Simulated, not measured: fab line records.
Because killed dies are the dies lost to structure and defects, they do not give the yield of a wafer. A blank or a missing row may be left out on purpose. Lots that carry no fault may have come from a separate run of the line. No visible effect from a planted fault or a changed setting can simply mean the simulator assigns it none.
fab line records | flow n5Finfet
record lots=6 wafers=17 lastDay=19
route steps=1938 shown BEOL_M4@1096 PASSIVATION@1936
lots untouched by any fault: they come from a run of this same line in which no faults occurred
startH: hours from the record's opening day to when the first of the lot's shown wafers began | waitH: how many hours have passed since the lot's step before this one | " identical to the entry in the row above | L1.1+2: several wafers, shown together as one row | - value missing, or start not given | * or withheld: withheld | < > ~ a bound
route shown NAME@n: names a module that has steps shown in the file, with the first one's number in the route | usual: average and standard deviation across the fault-free wafers | same: alike in all rows | chamber/n: place in a boat | sites: each site's reading | _std_site: how widely they spread, as a standard deviation | _edge_site: inner sites' mean taken away from outer sites' mean | radiusMm: for every site, how far away it sits from the centre of the wafer | mask NAME#n: copy n | behind: the tool/chamber that last shaped the wafer | hold: why the lot went on hold/how many hours it stayed there/how the hold came to an end | device: transistor that didn't switch, given as n, p or np | end of line: at the end of the route, the tests of the same wafers | step lacking rows: just its recipe | killed: dies lost to structure and defects at the first sort, not the wafer's yield | map: the dies of a wafer, with x for killed, . for not killed, _ for no die there
set.NAME: the setting the step ran with; set.NAME@STEP: the setting that earlier step ran with | model.NAME: the simulator's own value behind a step, which no gauge read
lots seen at some steps along the route; tables by step, rows by wafer
services: from which hour (startH, from the record's first day; less than 0 if before it) a tool's chamber was out of use, for how many hours, and why
## steps
# step N5_BEOL_M4_SPUTTER_92
# recipe material=Cu targetThkA=45 tempC=-20 chamberPressurePa=0.07 powerW=withheld timeS=8.29
# usual throttleValvePct=29.9/1.1
# columns lot.wafer tool chamber startH waitH throttleValvePct
L646.2 pvdSputter-01 - 248.27 0.1 28.9
L646.3 " - " " 29.9
L646.5 " - " " 30.3
L648.2 pvdSputter-03 - 256.96 0.1 30.6
L648.5 " - " " 31.2
L648.6 " - " " 30.4
L662.1 pvdSputter-02 - 294.33 0.1 30.9
L662.5 " - " " 30.9
L662.6 " - " " 27.3
L657.1 pvdSputter-01 - 313.25 0.1 30.5
L657.2 " - " " 30.4
L657.5 " - " " 28.7
L663.1 pvdSputter-01 - 325.51 0.1 29.0
L663.2 " - " " 30.5
L649.3 pvdSputter-02 - 345.75 0.1 30.7
L649.4 " - " " 27.3
L649.5 " - " " 27.4
# step N5_BEOL_M4_ANNEAL_93
# recipe tempC=400 timeS=240 ambient=vacuum
# usual heaterPowerW=836/73 susceptor_temp_C_max=401.0/0.41
# columns lot.wafer tool chamber startH waitH heaterPowerW susceptor_temp_C_max
L646.2 pvdSputter-01 - 248.35 0.0 963 401.4
L646.3 " - " " 818 401.3
L646.5 " - " " 947 400.9
L648.2 pvdSputter-03 - 257.04 0.0 873 400.8
L648.5 " - " " 751 401.3
L648.6 " - " " 884 400.9
L662.1 pvdSputter-02 - 294.41 0.0 840 400.9
L662.5 " - " " 863 400.7
L662.6 " - " " 834 401.3
L657.1 pvdSputter-01 - 313.33 0.0 734 401.5
L657.2 " - " " 940 400.8
L657.5 " - " " 915 401.3
L663.1 pvdSputter-01 - 325.59 0.0 959 401.4
L663.2 " - " " 959 401.4
L649.3 pvdSputter-02 - 345.83 0.0 838 400.5
L649.4 " - " " 837 400.9
L649.5 " - " " 853 401.0
# step N5_BEOL_M4_SPUTTER_94
# recipe material=Cu targetThkA=45 tempC=-20 chamberPressurePa=0.07 powerW=withheld timeS=8.29
# usual throttleValvePct=29.9/1.1
# columns lot.wafer tool chamber startH waitH throttleValvePct
L646.2 pvdSputter-01 - 248.49 0.1 28.8
L646.3 " - " " 29.8
L646.5 " - " " 30.5
L648.2 pvdSputter-03 - 257.18 0.1 30.7
L648.5 " - " " 31.0
L648.6 " - " " 30.6
L662.1 pvdSputter-02 - 294.55 0.1 30.7
L662.5 " - " " 31.0
L662.6 " - " " 27.3
L657.1 pvdSputter-01 - 313.47 0.1 30.4
L657.2 " - " " 30.2
L657.5 " - " " 28.8
L663.1 pvdSputter-01 - 325.73 0.1 28.5
L663.2 " - " " 30.3
L649.3 pvdSputter-02 - 345.97 0.1 31.0
L649.4 " - " " 27.5
L649.5 " - " " 27.5
# step N5_BEOL_M4_ANNEAL_95
# recipe tempC=400 timeS=240 ambient=vacuum
# step N5_BEOL_M4_SPUTTER_96
# recipe material=Cu targetThkA=45 tempC=-20 chamberPressurePa=0.07 powerW=withheld timeS=8.29
# step N5_BEOL_M4_ECD_50
# recipe material=Cu targetThkA=3000
# step N5_BEOL_M4_ANNEAL_51
# recipe tempC=225 timeS=90 ambient=N2
# step N5_BEOL_M4_CMP_52
# recipe stopOn=SiOC tOverpolishS=6.8 downForcePsi=1 platenRpm=50 clearingPlatenDownForcePsi=1.5 clearingPlatenRpm=50 postCmpClean=cuAlkaline targetThkNm=40 clearingPlatenPadVelocityMS=0.99484 padVelocityMS=0.99484
# step N5_BEOL_M4_THK_MEAS_53
# recipe thkMeasGauge=xrf reads=Cu_of_BEOL_M4_ECD_50
# usual M4_THK=40.4/1.3
# columns lot.wafer tool chamber startH waitH M4_THK[nm]
L646.2 filmMetro-02 - 249.50 - 40.4
L646.3 " - " " 38.5
L646.5 " - " " 37.3
L648.2 filmMetro-02 - 258.19 - 41.5
L648.5 " - " " 41.1
L648.6 " - " " 41.2
L662.1 filmMetro-01 - 295.56 - 43.3
L662.5 " - " " 41.1
L662.6 " - " " 40.5
L657.1 filmMetro-01 - 314.57 - 39.9
L657.2 " - " " 42.4
L657.5 " - " " 41.4
L663.1 filmMetro-02 - 326.87 - 40.4
L663.2 " - " " 38.7
L649.3 filmMetro-01 - 346.98 - 40.4
L649.4 " - " " 39.0
L649.5 " - " " 40.5
# step N5_BEOL_M4_PRE_CLEAN_60
# recipe gas=NH3/H2 timeS=15 tempC=* rfPowerW=300
# usual heaterPowerW=91/8
# columns lot.wafer tool chamber startH waitH heaterPowerW
L646.2 cvdCo-01 2 249.62 0.1 89
L646.3 " 0 " " 92
L646.5 " 0 " " 94
L648.2 cvdCo-02 2 258.23 0.0 79
L648.5 " 1 " " 89
L648.6 " 0 " " 107
L662.1 cvdCo-02 0 295.59 0.0 105
L662.5 " 0 " " 103
L662.6 " 1 " " 91
L657.1 cvdCo-01 2 314.60 0.0 86
L657.2 " 0 " " 94
L657.5 " 1 " " 88
L663.1 cvdCo-02 0 326.90 0.0 105
L663.2 " 1 " " 89
L649.3 cvdCo-01 1 347.01 0.0 92
L649.4 " 2 " " 90
L649.5 " 1 " " 89
# step N5_BEOL_M4_CO_CAP_55
# recipe material=Co targetThkA=20 tempC=200 precursor=CCTBA/H2 pressureTorr=30 timeS=102.1
# usual heaterPowerW=244/11
# columns lot.wafer tool chamber startH waitH heaterPowerW
L646.2 cvdCo-01 2 249.66 0.0 246
L646.3 " 0 " " 256
L646.5 " 0 " " 250
L648.2 cvdCo-02 2 258.27 0.0 227
L648.5 " 1 " " 240
L648.6 " 0 " " 257
L662.1 cvdCo-02 0 295.63 0.0 252
L662.5 " 0 " " 263
L662.6 " 1 " " 242
L657.1 cvdCo-01 2 314.64 0.0 243
L657.2 " 0 " " 243
L657.5 " 1 " " 246
L663.1 cvdCo-02 0 326.94 0.0 267
L663.2 " 1 " " 238
L649.3 cvdCo-01 1 347.05 0.0 245
L649.4 " 2 " " 239
L649.5 " 1 " " 251
# step N5_BEOL_M4_PRE_CLEAN_56
# recipe gas=NH3 timeS=15 tempC=withheld rfPowerW=300
# step N5_BEOL_M4_DEP_57
# recipe material=SiCN targetThkA=80 tempC=withheld precursor=3MS/NH3 pressureTorr=3 rfW=202 timeS=14
# usual showerheadPlenumPTorr=3.656/0.01 throttleValvePct=9.0/0.37
# columns lot.wafer tool chamber startH waitH showerheadPlenumPTorr throttleValvePct model.SiCN_of_BEOL_M4_DEP_57.thkNm
L646.2 pecvd-01 2 249.78 0.0 3.642 8.3 7.8
L646.3 " 0 " " 3.672 8.8 7.6
L646.5 " 1 " " 3.653 9.4 8
L648.2 pecvd-02 1 258.40 0.0 3.638 9.1 8
L648.5 " 1 " " 3.643 9.1 8.2
L648.6 " 0 " " 3.650 9.1 8.4
L662.1 pecvd-01 0 295.75 0.0 3.670 9.3 8
L662.5 " 1 " " 3.649 9.2 8
L662.6 " 0 " " 3.676 8.7 8
L657.1 pecvd-01 1 314.77 0.0 3.639 9.5 10
L657.2 " 2 " " 3.654 8.1 8
L657.5 " 1 " " 3.649 9.9 8.2
L663.1 pecvd-01 1 327.07 0.0 3.645 9.3 10.4
L663.2 " 2 " " 3.655 8.6 8
L649.3 pecvd-02 0 347.17 0.0 3.645 9.5 7.8
L649.4 " 1 " " 3.637 9.2 8
L649.5 " 0 " " 3.649 9.3 8
# step N5_BEOL_M4_RS_MEAS_58
# recipe thkMeasGauge=four-point-probe reads=Co_of_BEOL_M4_CO_CAP_55+Cu_of_BEOL_M4_ECD_50+Co_of_BEOL_M4_CVD_47+TaN_of_BEOL_M4_ALD_84
# usual M4_RS=0.671/0.029
# columns lot.wafer tool chamber startH waitH M4_RS[ohm/sq]
L646.2 filmMetro-01 - 249.85 0.1 0.674
L646.3 " - " " 0.720
L646.5 " - " " 0.744
L648.2 filmMetro-02 - 258.48 0.1 0.637
L648.5 " - " " 0.642
L648.6 " - " " 0.640
L662.1 filmMetro-02 - 295.82 0.0 0.612
L662.5 " - " " 0.655
L662.6 " - " " 0.669
L657.1 filmMetro-02 - 314.86 0.1 0.688
L657.2 " - " " 0.636
L657.5 " - " " 0.661
L663.1 filmMetro-02 - 327.16 0.1 0.659
L663.2 " - " " 0.687
L649.3 filmMetro-02 - 347.24 0.1 0.673
L649.4 " - " " 0.704
L649.5 " - " " 0.668
# step N5_BEOL_M4_RC_MEAS_101
# usual DIBL_N=36.0/1.3 DIBL_P=36.2/1.7 IOFF_N=0.155/0.024 IOFF_P=0.21/0.034 ION_N=674/9 ION_P=463/7.1 SS_N=71.4/0.5 SS_P=73.4/0.57 VT_N=250.0/2.8 VT_P=-251/3.2
# columns lot.wafer tool chamber startH waitH DIBL_N[mV/V] DIBL_P[mV/V] IOFF_N[nA/um] IOFF_P[nA/um] ION_N[uA/um] ION_P[uA/um] SS_N[mV/dec] SS_P[mV/dec] VT_N[mV] VT_P[mV]
L646.2 prober-01 0 250.05 0.2 37.1 36.4 0.164 0.20 674 463 71.1 73.7 249.3 -253
L646.3 " 0 " " 35.7 34.8 0.144 0.18 673 459 71.2 72.7 251.6 -251
L646.5 " 0 " " 36.7 35.7 0.161 0.19 676 462 70.8 72.8 250.7 -252
L648.2 prober-01 0 258.69 0.2 35.1 36.7 0.147 0.21 679 468 71.7 73.2 252.9 -251
L648.5 " 0 " " 35.3 36.2 0.147 0.21 676 464 71.3 73.6 249.4 -251
L648.6 " 0 " " 37.6 39.5 0.193 0.27 686 476 71.2 74.4 248.3 -246
L662.1 prober-02 0 295.87 0.0 37.2 37.1 0.167 0.27 682 473 71.1 73.8 246.3 -246
L662.5 " 0 " " 38.9 39.1 0.200 0.32 689 483 71.7 74.3 245.4 -243
L662.6 " 0 " " 39.7 40.0 0.219 0.33 702 479 71.8 74.2 245.5 -242
L657.1 prober-01 0 314.91 0.0 37.1 38.4 0.193 0.27 678 475 71.6 73.7 247.1 -246
L657.2 " 0 " " 35.7 36.5 0.167 0.25 684 475 71.8 73.3 246.7 -246
L657.5 " 0 " " 35.7 36.7 0.166 0.24 673 468 71.3 73.4 247.9 -245
L663.1 prober-01 0 327.21 0.0 36.0 35.8 0.151 0.23 683 470 72.1 73.0 251.5 -248
L663.2 " 0 " " 37.4 37.8 0.175 0.26 684 477 71.5 73.9 246.8 -245
L649.3 prober-02 0 347.60 0.3 36.5 37.7 0.170 0.21 685 462 71.5 74.0 247.0 -250
L649.4 " 0 " " 37.6 38.7 0.187 0.23 672 460 71.6 74.2 249.8 -250
L649.5 " 0 " " 37.2 37.9 0.179 0.21 671 457 71.6 73.6 248.8 -252
# step N5_PASSIVATION_PROBE_49
# usual defectLimitedYield=90.8/1.7 killed_at_M0_to_M3=37/12 killed_at_M4_up=15/5.6 killedAtContacts=13/6.9 killedAtFrontEnd=40/11 killedAtOther=4/3.2 killedDies=109/20 killedOpen=73/15 killedShort=35/8.3 sort_bin_5_function=5.4/1.1 sort_bin_6_memory=3.5/0.73 sortNPass=1071/20 sortYieldPct=90.8/1.7
# same grossDies=1180 killedAtBackSide=0 sort_bin_4_leakage[%]=0 sort_bin_8_speed[%]=0
# columns lot.wafer tool chamber startH waitH defectLimitedYield[%] killed_at_M0_to_M3 killed_at_M4_up killedAtContacts killedAtFrontEnd killedAtOther killedDies killedOpen killedShort sort_bin_5_function[%] sort_bin_6_memory[%] sortNPass sortYieldPct[%]
L657.1 prober-02 - 426.85 0.0 90.8 34 12 25 37 0 108 73 31 5.5 3.5 1072 90.8
L657.2 prober-02 - 426.90 0.1 90.8 37 13 13 45 1 109 65 41 5.5 3.4 1071 90.8
L657.5 prober-02 - 427.05 0.2 89.7 36 18 29 38 0 121 95 24 6.3 3.6 1059 89.7
L649.3 prober-01 - 467.07 0.1 91.9 38 26 6 25 1 96 62 31 4.7 3.3 1084 91.9
L649.4 prober-01 - 467.12 0.2 91.4 46 17 9 24 5 101 73 27 4.8 3.6 1079 91.4
L649.5 prober-01 - 467.17 0.2 92.0 35 19 10 29 1 94 64 25 4.7 2.8 1086 92.0
# killed by level:class
L657.1 MOL_CONTACT_COAG:geometricParticle:open=22 BEOL_M0_SAQP:geometricParticle:open=8 BEOL_M2:geometricParticle:open=7 BEOL_M0_SAQP:geometricParticle:short=7 BEOL_M1:geometricParticle:open=7 FIN_SAQP:geometricParticle:short=6 GATE_CUT:geometricParticle:short=6 GATE_CUT:geometricParticle:open=6
L657.2 FIN_SAQP:geometricParticle:short=15 BEOL_M2:geometricParticle:open=14 STI_FIN_REVEAL:geometricParticle:open=10 MOL_CONTACT_COAG:geometricParticle:open=10 BEOL_M0_SAQP:geometricParticle:short=8 BEOL_M0_SAQP:geometricParticle:open=8 FIN_SAQP:geometricParticle:open=4 BEOL_M4:geometricParticle:open=4
L657.5 MOL_CONTACT_COAG:geometricParticle:open=25 BEOL_M2:geometricParticle:open=12 STI_FIN_REVEAL:geometricParticle:open=10 BEOL_M0_SAQP:geometricParticle:open=7 GATE_CUT:geometricParticle:short=6 BEOL_M1:geometricParticle:open=6 BEOL_M4:geometricParticle:open=6 FIN_SAQP:geometricParticle:open=5
L649.3 BEOL_M0_SAQP:geometricParticle:open=14 BEOL_M0_SAQP:geometricParticle:short=10 BEOL_M4:geometricParticle:open=8 GATE_CUT:geometricParticle:short=7 BEOL_M5:geometricParticle:open=7 DUMMY_GATE:geometricParticle:open=6 MOL_CONTACT_COAG:geometricParticle:open=5 BEOL_M2:geometricParticle:open=5
L649.4 BEOL_M1:geometricParticle:open=14 BEOL_M0_SAQP:geometricParticle:open=9 BEOL_M2:geometricParticle:open=9 MOL_CONTACT_COAG:geometricParticle:open=7 STI_FIN_REVEAL:geometricParticle:open=6 BEOL_M4:geometricParticle:open=6 DUMMY_GATE:geometricParticle:open=5 BEOL_M0_SAQP:geometricParticle:short=5
L649.5 BEOL_M1:geometricParticle:open=11 MOL_CONTACT_COAG:geometricParticle:open=8 STI_FIN_REVEAL:geometricParticle:open=7 BEOL_M4:geometricParticle:short=6 BEOL_M3:geometricParticle:open=5 GATE_CUT:geometricParticle:open=5 BEOL_M2:geometricParticle:open=5 BEOL_M5:geometricParticle:open=5
## services
# columns tool chamber startH hours kind
pecvd-02 - 239.28 0.8 repair
pecvd-01 - 242.61 1.4 repair
pecvd-01 1 252.95 6.0 repair
pecvd-02 2 258.27 5.5 scheduledDown
cvdCo-02 0 299.90 16.5 repair
pecvd-01 0 309.09 - clean
pecvd-01 0 309.09 29.5 scheduledDown
pecvd-01 0 309.09 29.5 ventCycle
pecvd-02 2 321.90 2.1 scheduledDown
cvdCo-02 1 333.33 - clean
cvdCo-02 1 333.33 22.0 scheduledDown
cvdCo-02 1 333.33 22.0 ventCycle
pecvd-01 0 338.59 5.5 scheduledDown
## key
firstSign none at tools or gauges
modelEffect step=N5_BEOL_M4_DEP_57 value=SiCN_of_BEOL_M4_DEP_57.thkNm without=7.9 struck=10.2
metAt N5_BEOL_M4_DEP_57
struckWafers L657.1,L663.1
onsetBetween 295.75 314.77
fault kind=processParameterDrift tool=pecvd-01 chamber=- onsetH=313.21 steps=N5_BEOL_M4_DEP_57 channel=timeS offset=* shape=step endH=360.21 scope=struckWafersOnly actsIn=* stated=*
